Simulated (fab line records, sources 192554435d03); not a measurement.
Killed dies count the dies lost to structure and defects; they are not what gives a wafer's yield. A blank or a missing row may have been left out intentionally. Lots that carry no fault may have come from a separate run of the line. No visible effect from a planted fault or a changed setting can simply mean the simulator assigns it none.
fab line records	flow n5Finfet
[record] lots = 5	wafers = 15	lastDay = 18
route steps=1938 shown BEOL_M4@1052 PASSIVATION@1936
lots untouched by any fault: they come from a run of this same line in which no faults occurred
startH: hours from the record's opening day to when the first of the lot's shown wafers began	waitH: hours since the lot's step before	" the same as in the row above	L1.1+2: several wafers, shown together as one row	- either no value or no given start	* or withheld: withheld	< > ~ a bound
route shown NAME@n: names a module that has steps shown in the file, with the first one's number in the route	usual: mean/standard deviation of fault-free wafers	same: alike in all rows	chamber/n: place in a boat	sites: per-site readings	_std_site: standard deviation of those values	_edge_site: the outer-site mean with the inner-site mean subtracted	radiusMm: for every site, how far away it sits from the centre of the wafer	mask NAME#n: copy n	behind: the most recent tool/chamber to have shaped the wafer	hold: why the lot was held/for how many hours/how that ended	device: the n, p or np transistor that did not switch	end of line: tests of these same wafers at the route's end	a step given without rows: its recipe and nothing more	killed: not the wafer's yield, but the dies lost to structure and defects at the first sort	map: the dies of a wafer, with x for killed, . for not killed, _ for no die there
set.NAME: the setting the step ran with; set.NAME@STEP: the setting that earlier step ran with	model.NAME: the simulator's own value behind a step, which no gauge read
lots at selected steps of the route; one table per step, one row per wafer
services: from which hour (startH, from the record's first day; less than 0 if before it) a tool's chamber was out of use, for how many hours, and why
[[steps]]
[step N5_BEOL_M4_SOFTBAKE_23]
[recipe] tempC = 110	timeS = 60	resist = CAR-EUV
[step N5_BEOL_M4_EXPOSE_25]
[recipe] maskId = V3	na = 0.33	sourceShape = quasar	sigmaInner = 0.2	sigmaOuter = 0.8	polarization = unpolarized	defocusNm = 5	doseMj = 63
[step N5_BEOL_M4_PEB_26]
[recipe] pebTempC = 100	pebTimeS = 60	resist = CAR-EUV
[step N5_BEOL_M4_DEVELOP_27]
[recipe] developTimeS = 30	developer = TMAH	resist = CAR-EUV	rinseLiquid = surfactantRinse	dry = airSpin	devTempC = 23
[step N5_BEOL_M4_DESCUM_33]
[recipe] chemistry = O2	timeS = 7	sourcePowerW = 50	biasPowerW = 20	pressureMtorr = 20	rfFrequencyHz = 2.712e+07	tempC = 40	resist = CAR-EUV	o2FlowSccm = 225
[step N5_BEOL_M4_ETCH_77]
[recipe] chemistry = N2/H2	target = underlayer	targetDepthA = 65	maskMaterial = CAR-EUV	timeS = 5.2	ionEnergyEv = 200	pressureMtorr = 30	sourceW = 840	biasW = 150	n2FlowSccm = 200	h2FlowSccm = 200	ends = cleared
[step N5_BEOL_M4_ETCH_69]
[recipe] chemistry = CF4	target = SiARC	targetDepthA = 156	maskMaterial = CAR-EUV	timeS = 26	ionEnergyEv = 80	pressureMtorr = 40	sourceW = 545	biasW = 36	Ar_flow_sccm = 100	cf4FlowSccm = 100	ends = cleared
[step N5_BEOL_M4_ALD_98]
[recipe] material = SiO2	targetThkA = 25	tempC = 100	aldPrecursorFamily = BDEAS	aldCoReactant = O2-plasma	pulseTimeS = 1	coReactantPulseTimeS = 1	purgeTimeS = 2	coReactantPurgeTimeS = 2	aldCycles = 17	pressureTorr = 2
[step N5_BEOL_M4_ETCHBACK_99]
[recipe] chemistry = CHF3	target = SiO2	targetDepthA = 50	timeS = 10.4	sourceW = 215	biasW = 47	Ar_flow_sccm = 200	CHF3_flow_sccm = 12	ionEnergyEv = 100	pressureMtorr = 30
[step N5_BEOL_M4_ETCH_70]
[recipe] chemistry = N2/H2	target = SOC	targetDepthA = 800	overetchA = 240	maskMaterial = SiARC	tempC = 40	timeS = 130	ionEnergyEv = 200	pressureMtorr = 30	sourceW = 840	biasW = 150	n2FlowSccm = 200	h2FlowSccm = 200
[usual] biasW = 150.0/0.43	chamberPressureMTorr = 30.005/0.028	drypumpMotorCurrentA = 5.8/0.6	oesProductAu = 0.58/0.058	rfVppV = 522.5/2.3	showerheadPlenumPTorr = 2.50/0.077	throttleValvePct = 17.7/0.36
lot.wafer	tool	chamber	startH	waitH	biasW	chamberPressureMTorr	drypumpMotorCurrentA	oesProductAu	rfHoursCounterH	rfVppV	showerheadPlenumPTorr	throttleValvePct	model.CAR-EUV_of_BEOL_M4_COAT_22.thkNm	model.SiARC_of_BEOL_M4_COAT_68.thkNm	model.underlayer_of_BEOL_M4_COAT_76.thkNm
L989.4	rieDiel-02	1	265.69	0.1	-	-	-	-	-	-	-	-	10.4	12	5
L989.5	"	1	"	"	-	-	-	-	-	-	-	-	10.4	12	5
L989.6	"	2	"	"	-	-	-	-	-	-	-	-	10.4	12	5
L990.1	rieDiel-05	3	276.12	0.0	-	-	-	-	-	-	-	-	10.2	12	5
L990.2	"	0	"	"	-	-	-	-	-	-	-	-	10.4	12	5
L990.5	"	0	"	"	-	-	-	-	-	-	-	-	10.2	12	5
L991.2	rieDiel-02	1	276.31	0.0	-	-	-	-	-	-	-	-	10.4	12	5
L991.3	"	0	"	"	-	-	-	-	-	-	-	-	10.4	12	5
L991.4	"	2	"	"	-	-	-	-	-	-	-	-	10.6	12	5
L992.1	rieDiel-05	1	289.93	0.0	149.6	30.020	6.4	0.62	74	521.3	2.46	17.5	0	5.6	0
L992.5	"	1	"	"	149.1	30.003	6.4	0.63	-	520.5	2.46	17.5	0	5.6	0
L992.6	"	2	"	"	150.3	30.049	6.6	0.50	-	522.9	2.51	18.1	0	5.8	0
L993.1	rieDiel-05	0	306.04	0.0	149.3	30.079	6.0	0.54	172	521.0	2.44	17.8	0	6	0
L993.3	"	2	"	"	149.4	29.988	6.6	0.50	248	522.3	2.51	18.1	0	5.8	0
L993.5	"	0	"	"	150.2	29.999	6.0	0.54	-	522.2	2.44	17.8	0	6	0
[step N5_BEOL_M4_STRIP_71]
[recipe] chemistry = N2/H2	tempC = 40	n2FlowSccm = 200	h2FlowSccm = 200	rfFrequencyHz = 6e+07
[step N5_BEOL_M4_STRIP_78]
[recipe] chemistry = N2/H2	tempC = 40	n2FlowSccm = 200	h2FlowSccm = 200	rfFrequencyHz = 6e+07
[step N5_BEOL_M4_VIA_ETCH_34]
[recipe] chemistry = C4F6/O2	targetDepthA = 694	maskMaterial = SOC	pressureMtorr = 15	ionEnergyEv = 250	taperDeg = 4	timeS = 65.9	sourceW = 350	biasW = 170	Ar_flow_sccm = 300	C4F6_flow_sccm = 10	O2_flow_sccm = 10
[usual] C4F6_flow_sccm = 10.002/0.028	O2_flow_sccm = 10.001/0.03	drypumpMotorCurrentA = 5.8/0.59	oesProductAu = 0.79/0.082	rfVppV = 658/11	showerheadPlenumPTorr = 2.80/0.084	throttleValvePct = 30.69/0.3
lot.wafer	tool	chamber	startH	waitH	C4F6_flow_sccm	O2_flow_sccm	drypumpMotorCurrentA	oesProductAu	rfHoursCounterH	rfVppV	showerheadPlenumPTorr	throttleValvePct
L989.4	rieDiel-02	1	265.83	0.0	9.999	9.942	5.5	0.32	-	655	2.77	30.15
L989.5	"	1	"	"	10.012	9.971	5.5	0.31	-	656	2.77	30.12
L989.6	"	2	"	"	10.016	10.009	6.3	0.28	-	643	2.76	30.70
L990.1	rieDiel-05	3	276.22	0.0	10.025	10.025	4.9	0.30	77	661	2.78	30.32
L990.2	"	0	"	"	9.985	10.011	6.0	0.28	163	650	2.72	30.33
L990.5	"	0	"	"	10.096	9.985	6.0	0.28	-	650	2.72	30.31
L991.2	rieDiel-02	1	276.42	0.0	9.984	10.000	5.5	0.31	73	656	2.77	30.13
L991.3	"	0	"	"	10.074	10.000	5.1	0.31	79	667	2.76	30.66
L991.4	"	2	"	"	10.003	10.015	6.3	0.28	128	642	2.76	30.72
L992.1	rieDiel-05	1	290.04	0.0	9.962	9.968	6.4	0.86	74	669	2.78	30.71
L992.5	"	1	"	"	9.955	9.963	6.4	0.86	-	673	2.78	30.70
L992.6	"	2	"	"	9.973	10.017	6.6	0.67	-	678	2.79	30.75
L993.1	rieDiel-05	0	306.15	0.0	10.028	10.024	6.0	0.73	172	651	2.71	30.45
L993.3	"	2	"	"	10.014	10.026	6.6	0.69	248	679	2.79	30.75
L993.5	"	0	"	"	10.018	9.985	6.0	0.74	-	650	2.71	30.43
[step N5_BEOL_M4_STRIP_83]
[recipe] chemistry = C4F6/O2	resist = SiARC	rfFrequencyHz = 6e+07
[step N5_BEOL_M4_RC_MEAS_101]
[usual] DIBL_N = 35.9/1.7	DIBL_P = 36.0/2.2	IOFF_N = 0.16/0.031	IOFF_P = 0.21/0.039	ION_N = 678/13	ION_P = 464/8.8	SS_N = 71.5/0.61	SS_P = 73.2/0.68	VT_N = 249/3.3	VT_P = -250/3.8
lot.wafer	tool	chamber	startH	waitH	DIBL_N[mV/V]	DIBL_P[mV/V]	IOFF_N[nA/um]	IOFF_P[nA/um]	ION_N[uA/um]	ION_P[uA/um]	SS_N[mV/dec]	SS_P[mV/dec]	VT_N[mV]	VT_P[mV]
L992.1	prober-02	0	294.66	0.0	36.7	36.7	0.18	0.26	684	469	71.3	73.4	246	-242
L992.5	"	0	"	"	37.7	38.1	0.21	0.29	701	482	71.1	74.8	244	-242
L992.6	"	0	"	"	35.9	35.1	0.16	0.23	677	469	71.0	73.4	250	-245
L993.1	prober-02	0	310.75	0.0	36.0	38.1	0.17	0.25	671	470	72.9	73.5	249	-246
L993.3	"	0	"	"	36.0	38.6	0.19	0.26	697	477	72.2	74.0	246	-247
L993.5	"	0	"	"	35.2	37.2	0.17	0.24	688	480	71.9	73.5	249	-248
[step N5_PASSIVATION_PROBE_49]
[usual] defectLimitedYield = 90.9/1.5	killed_at_M0_to_M3 = 36/10	killed_at_M4_up = 13/5.5	killedAtContacts = 12/5.6	killedAtFrontEnd = 42/12	killedAtOther = 4/3.2	killedDies = 108/18	killedOnRim = 15/4.1	killedOpen = 71/13	killedShort = 34/7.8	sort_bin_5_function = 5.4/1	sort_bin_6_memory = 3.4/0.68	sortNPass = 1072/18	sortYieldPct = 90.9/1.5
[same] grossDies = 1180	killedAtBackSide = 0	sort_bin_4_leakage[%] = 0	sort_bin_8_speed[%] = 0
lot.wafer	tool	chamber	startH	waitH	defectLimitedYield[%]	killed_at_M0_to_M3	killed_at_M4_up	killedAtContacts	killedAtFrontEnd	killedAtOther	killedDies	killedOnRim	killedOpen	killedShort	sort_bin_5_function[%]	sort_bin_6_memory[%]	sortNPass	sortYieldPct[%]
L991.2	prober-02	-	399.00	0.1	0	49	1062	18	50	1	1180	152	100	49	95.1	4.5	0	0
L991.3	prober-02	-	399.05	0.1	0	48	1070	14	45	3	1180	152	74	50	95.6	3.9	0	0
L991.4	prober-02	-	399.10	0.2	0	47	1062	17	50	4	1180	152	99	46	95.3	3.7	0	0
L990.1	prober-01	-	399.11	0.0	0	29	1084	17	37	13	1180	152	63	36	96.1	3.6	0	0
L990.2	prober-01	-	399.16	0.1	0	53	1077	10	32	8	1180	152	74	38	96.1	3.5	0	0
L990.5	prober-01	-	399.31	0.2	0	38	1071	18	47	6	1180	152	85	37	95.4	4.4	0	0
L989.4	prober-01	-	401.05	0.2	0	47	1090	6	37	0	1180	152	69	28	96.5	3.0	0	0
L989.5	prober-01	-	401.10	0.2	0	29	1081	9	59	2	1180	152	85	30	96.3	3.4	0	0
L989.6	prober-01	-	401.15	0.3	0	35	1071	16	46	12	1180	152	81	45	95.8	3.7	0	0
L992.1	prober-01	-	410.72	0.0	91.4	23	17	17	44	0	101	17	68	29	3.6	4.6	1079	91.4
L992.5	prober-01	-	410.92	0.2	90.3	47	12	8	46	1	114	16	71	37	5.3	3.8	1066	90.3
L992.6	prober-01	-	410.97	0.3	91.9	28	11	14	39	3	95	9	65	30	5.4	2.4	1085	91.9
L993.1	prober-01	-	440.76	0.3	88.5	40	21	20	50	5	136	16	89	46	6.8	4.1	1044	88.5
L993.3	prober-01	-	440.86	0.4	88.5	54	19	15	47	1	136	21	79	56	6.9	4.1	1044	88.5
L993.5	prober-01	-	440.96	0.5	87.2	30	14	23	74	10	151	24	94	56	7.2	5.2	1029	87.2
// killed by level:class
L991.2 BEOL_M4:areaEtch=1031 BEOL_M0_SAQP:geometricParticle:open=18 BEOL_M0_SAQP:geometricParticle:short=17 STI_FIN_REVEAL:geometricParticle:open=16 BEOL_M4:geometricParticle:open=13 FIN_SAQP:geometricParticle:open=11 MOL_CONTACT_COAG:geometricParticle:open=10 MOL_CONTACT_COAG:geometricParticle:short=8
L991.3 BEOL_M4:areaEtch=1056 FIN_SAQP:geometricParticle:short=16 BEOL_M0_SAQP:geometricParticle:short=14 MOL_CONTACT_COAG:geometricParticle:open=12 BEOL_M0_SAQP:geometricParticle:open=11 STI_FIN_REVEAL:geometricParticle:open=8 BEOL_M2:geometricParticle:open=8 BEOL_M1:geometricParticle:open=6
L991.4 BEOL_M4:areaEtch=1035 BEOL_M4:geometricParticle:open=15 FIN_SAQP:geometricParticle:open=14 MOL_CONTACT_COAG:geometricParticle:open=14 FIN_SAQP:geometricParticle:short=12 BEOL_M0_SAQP:geometricParticle:open=11 BEOL_M0_SAQP:geometricParticle:short=11 BEOL_M3:geometricParticle:open=9
L990.1 BEOL_M4:areaEtch=1080 FIN_SAQP:geometricParticle:open=11 MOL_CONTACT_COAG:geometricParticle:open=10 FIN_SAQP:geometricParticle:short=8 BEOL_M0_SAQP:geometricParticle:short=8 MOL_CONTACT_COAG:geometricParticle:short=7 BEOL_M1:geometricParticle:open=5 BEOL_M2:geometricParticle:open=5
L990.2 BEOL_M4:areaEtch=1068 BEOL_M0_SAQP:geometricParticle:short=18 BEOL_M1:geometricParticle:open=13 BEOL_M0_SAQP:geometricParticle:open=8 MOL_CONTACT_COAG:geometricParticle:open=8 FIN_SAQP:geometricParticle:open=5 STI_FIN_REVEAL:geometricParticle:open=5 MIM_TOP_ETCH:geometricParticle:open=5
L990.5 BEOL_M4:areaEtch=1058 FIN_SAQP:geometricParticle:open=15 MOL_CONTACT_COAG:geometricParticle:open=15 FIN_SAQP:geometricParticle:short=10 BEOL_M3:geometricParticle:open=9 BEOL_M4:geometricParticle:open=7 BEOL_M2:geometricParticle:open=7 DUMMY_GATE:geometricParticle:open=6
L989.4 BEOL_M4:areaEtch=1079 BEOL_M3:geometricParticle:open=15 BEOL_M2:geometricParticle:open=9 STI_FIN_REVEAL:geometricParticle:open=8 BEOL_M0_SAQP:geometricParticle:open=7 DUMMY_GATE:geometricParticle:open=6 FIN_SAQP:geometricParticle:open=5 BEOL_M0_SAQP:geometricParticle:short=5
L989.5 BEOL_M4:areaEtch=1064 STI_FIN_REVEAL:geometricParticle:open=30 BEOL_M0_SAQP:geometricParticle:short=8 FIN_SAQP:geometricParticle:short=7 MOL_CONTACT_COAG:geometricParticle:open=7 BEOL_M4:geometricParticle:open=7 BEOL_M0_SAQP:geometricParticle:open=6 BEOL_M2:geometricParticle:open=5
L989.6 BEOL_M4:areaEtch=1052 MOL_CONTACT_COAG:geometricParticle:open=14 STI_FIN_REVEAL:geometricParticle:open=12 FIN_SAQP:geometricParticle:short=11 BEOL_M3:geometricParticle:open=10 FIN_SAQP:geometricParticle:open=7 STI_FIN_REVEAL:geometricParticle:short=6 BEOL_M2:geometricParticle:open=6
L992.1 FIN_SAQP:geometricParticle:open=13 MOL_CONTACT_COAG:geometricParticle:open=13 DUMMY_GATE:geometricParticle:open=8 FIN_SAQP:geometricParticle:short=7 BEOL_M4:geometricParticle:open=7 DUMMY_GATE:geometricParticle:short=5 BEOL_M0_SAQP:geometricParticle:short=5 STI_FIN_REVEAL:geometricParticle:open=4
L992.5 BEOL_M0_SAQP:geometricParticle:open=18 BEOL_M0_SAQP:geometricParticle:short=16 FIN_SAQP:geometricParticle:open=13 MOL_CONTACT_COAG:geometricParticle:open=7 FIN_SAQP:geometricParticle:short=6 STI_FIN_REVEAL:geometricParticle:open=5 GATE_CUT:geometricParticle:short=5 DUMMY_GATE:geometricParticle:open=4
L992.6 MOL_CONTACT_COAG:geometricParticle:open=13 FIN_SAQP:geometricParticle:open=10 FIN_SAQP:geometricParticle:short=9 BEOL_M0_SAQP:geometricParticle:short=7 BEOL_M2:geometricParticle:open=7 BEOL_M0_SAQP:geometricParticle:open=6 STARTING-WAFER:geometricParticle:open=4 ILD0:geometricParticle:short=3
L993.1 MOL_CONTACT_COAG:geometricParticle:open=16 BEOL_M4:geometricParticle:open=14 FIN_SAQP:geometricParticle:short=14 BEOL_M1:geometricParticle:open=12 STI_FIN_REVEAL:geometricParticle:open=11 BEOL_M1:geometricParticle:short=11 BEOL_M3:geometricParticle:open=6 FIN_SAQP:geometricParticle:open=5
L993.3 BEOL_M0_SAQP:geometricParticle:short=15 FIN_SAQP:geometricParticle:short=13 BEOL_M3:geometricParticle:open=12 BEOL_M4:geometricParticle:open=11 BEOL_M0_SAQP:geometricParticle:open=11 STI_FIN_REVEAL:geometricParticle:open=9 MOL_CONTACT_COAG:geometricParticle:open=8 FIN_SAQP:geometricParticle:open=7
L993.5 STI_FIN_REVEAL:geometricParticle:open=22 MOL_CONTACT_COAG:geometricParticle:open=21 FIN_SAQP:geometricParticle:short=14 FIN_SAQP:geometricParticle:open=9 BEOL_M0_SAQP:geometricParticle:short=9 BEOL_M3:geometricParticle:open=8 BEOL_M1:geometricParticle:open=5 DUMMY_GATE:geometricParticle:open=5
// map L989.4 (x killed, . not)
_________________xxxxxxxxxxxx________________
______________xxxxxxxxxxxxxxxxxx_____________
___________xxxxxxxxxxxxxxxxxxxxxxxx__________
__________xxxxxxxxxxxxxxxxxxxxxxxxxx_________
________xxxxxxxxxxxxxxxxxxxxxxxxxxxxxx_______
_______xxxxxxxxxxxxxxxxxxxxxxxxxxxxxxxx______
______xxxxxxxxxxxxxxxxxxxxxxxxxxxxxxxxxx_____
_____xxxxxxxxxxxxxxxxxxxxxxxxxxxxxxxxxxxx____
____xxxxxxxxxxxxxxxxxxxxxxxxxxxxxxxxxxxxxx___
___xxxxxxxxxxxxxxxxxxxxxxxxxxxxxxxxxxxxxxxx__
___xxxxxxxxxxxxxxxxxxxxxxxxxxxxxxxxxxxxxxxx__
__xxxxxxxxxxxxxxxxxxxxxxxxxxxxxxxxxxxxxxxxxx_
__xxxxxxxxxxxxxxxxxxxxxxxxxxxxxxxxxxxxxxxxxx_
_xxxxxxxxxxxxxxxxxxxxxxxxxxxxxxxxxxxxxxxxxxxx
_xxxxxxxxxxxxxxxxxxxxxxxxxxxxxxxxxxxxxxxxxxxx
_xxxxxxxxxxxxxxxxxxxxxxxxxxxxxxxxxxxxxxxxxxxx
_xxxxxxxxxxxxxxxxxxxxxxxxxxxxxxxxxxxxxxxxxxxx
_xxxxxxxxxxxxxxxxxxxxxxxxxxxxxxxxxxxxxxxxxxxx
_xxxxxxxxxxxxxxxxxxxxxxxxxxxxxxxxxxxxxxxxxxxx
_xxxxxxxxxxxxxxxxxxxxxxxxxxxxxxxxxxxxxxxxxxxx
_xxxxxxxxxxxxxxxxxxxxxxxxxxxxxxxxxxxxxxxxxxxx
__xxxxxxxxxxxxxxxxxxxxxxxxxxxxxxxxxxxxxxxxxx_
__xxxxxxxxxxxxxxxxxxxxxxxxxxxxxxxxxxxxxxxxxx_
___xxxxxxxxxxxxxxxxxxxxxxxxxxxxxxxxxxxxxxxx__
___xxxxxxxxxxxxxxxxxxxxxxxxxxxxxxxxxxxxxxxx__
____xxxxxxxxxxxxxxxxxxxxxxxxxxxxxxxxxxxxxx___
_____xxxxxxxxxxxxxxxxxxxxxxxxxxxxxxxxxxxx____
______xxxxxxxxxxxxxxxxxxxxxxxxxxxxxxxxxx_____
_______xxxxxxxxxxxxxxxxxxxxxxxxxxxxxxxx______
________xxxxxxxxxxxxxxxxxxxxxxxxxxxxxx_______
__________xxxxxxxxxxxxxxxxxxxxxxxxxx_________
___________xxxxxxxxxxxxxxxxxxxxxxxx__________
______________xxxxxxxxxxxxxxxxxx_____________
_________________xxxxxxxxxxxx________________
// map L990.1 (x killed, . not)
_________________xxxxxxxxxxxx________________
______________xxxxxxxxxxxxxxxxxx_____________
___________xxxxxxxxxxxxxxxxxxxxxxxx__________
__________xxxxxxxxxxxxxxxxxxxxxxxxxx_________
________xxxxxxxxxxxxxxxxxxxxxxxxxxxxxx_______
_______xxxxxxxxxxxxxxxxxxxxxxxxxxxxxxxx______
______xxxxxxxxxxxxxxxxxxxxxxxxxxxxxxxxxx_____
_____xxxxxxxxxxxxxxxxxxxxxxxxxxxxxxxxxxxx____
____xxxxxxxxxxxxxxxxxxxxxxxxxxxxxxxxxxxxxx___
___xxxxxxxxxxxxxxxxxxxxxxxxxxxxxxxxxxxxxxxx__
___xxxxxxxxxxxxxxxxxxxxxxxxxxxxxxxxxxxxxxxx__
__xxxxxxxxxxxxxxxxxxxxxxxxxxxxxxxxxxxxxxxxxx_
__xxxxxxxxxxxxxxxxxxxxxxxxxxxxxxxxxxxxxxxxxx_
_xxxxxxxxxxxxxxxxxxxxxxxxxxxxxxxxxxxxxxxxxxxx
_xxxxxxxxxxxxxxxxxxxxxxxxxxxxxxxxxxxxxxxxxxxx
_xxxxxxxxxxxxxxxxxxxxxxxxxxxxxxxxxxxxxxxxxxxx
_xxxxxxxxxxxxxxxxxxxxxxxxxxxxxxxxxxxxxxxxxxxx
_xxxxxxxxxxxxxxxxxxxxxxxxxxxxxxxxxxxxxxxxxxxx
_xxxxxxxxxxxxxxxxxxxxxxxxxxxxxxxxxxxxxxxxxxxx
_xxxxxxxxxxxxxxxxxxxxxxxxxxxxxxxxxxxxxxxxxxxx
_xxxxxxxxxxxxxxxxxxxxxxxxxxxxxxxxxxxxxxxxxxxx
__xxxxxxxxxxxxxxxxxxxxxxxxxxxxxxxxxxxxxxxxxx_
__xxxxxxxxxxxxxxxxxxxxxxxxxxxxxxxxxxxxxxxxxx_
___xxxxxxxxxxxxxxxxxxxxxxxxxxxxxxxxxxxxxxxx__
___xxxxxxxxxxxxxxxxxxxxxxxxxxxxxxxxxxxxxxxx__
____xxxxxxxxxxxxxxxxxxxxxxxxxxxxxxxxxxxxxx___
_____xxxxxxxxxxxxxxxxxxxxxxxxxxxxxxxxxxxx____
______xxxxxxxxxxxxxxxxxxxxxxxxxxxxxxxxxx_____
_______xxxxxxxxxxxxxxxxxxxxxxxxxxxxxxxx______
________xxxxxxxxxxxxxxxxxxxxxxxxxxxxxx_______
__________xxxxxxxxxxxxxxxxxxxxxxxxxx_________
___________xxxxxxxxxxxxxxxxxxxxxxxx__________
______________xxxxxxxxxxxxxxxxxx_____________
_________________xxxxxxxxxxxx________________
[[services]]
tool	chamber	startH	hours	kind
rieDiel-05	0	258.19	9.4	repair
rieDiel-02	3	259.59	-	clean
rieDiel-02	3	259.59	-	consumableReplace:focusRing
rieDiel-02	3	259.59	11.6	scheduledDown
rieDiel-02	3	259.59	11.6	ventCycle
rieDiel-02	0	264.49	9.9	repair
[[key]]
[firstSign] step = N5_BEOL_M4_ETCH_70	reading = toolRecord	direction = missing
[effect] step = N5_BEOL_M4_VIA_ETCH_34	reading = oesProductAu	direction = down	sigmas = 6.1	usual = 0.79	struck = 0.30
[effect] step = N5_PASSIVATION_PROBE_49	reading = killed_at_M4_up	direction = up	sigmas = 99+	usual = 13	struck = 1074
[modelEffect] step = N5_BEOL_M4_ETCH_70	value = CAR-EUV_of_BEOL_M4_COAT_22.thkNm	without = 0	struck = 10.38
[moreKillsBornAt] N5_BEOL_M4_ETCH_70@rieDiel-02 = 6317	N5_BEOL_M4_ETCH_70@rieDiel-05 = 3206
metAt N5_BEOL_M4_ETCH_70
struckWafers L989.4,L989.5,L989.6,L990.1,L990.2,L990.5,L991.2,L991.3,L991.4
laterRowsLeftOut L989.4,L989.5,L989.6,L990.1,L990.2,L990.5,L991.2,L991.3,L991.4
[fault] kind = skippedStepWhole	tool = rieDiel-02,rieDiel-05	chamber = -	onsetH = 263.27	steps = N5_BEOL_M4_ETCH_70	scope = struckLotsOnly
// laterRowsLeftOut: the simulator's readings of these wafers behind a module that went badly wrong aren't trusted and aren't shown, but for the sort
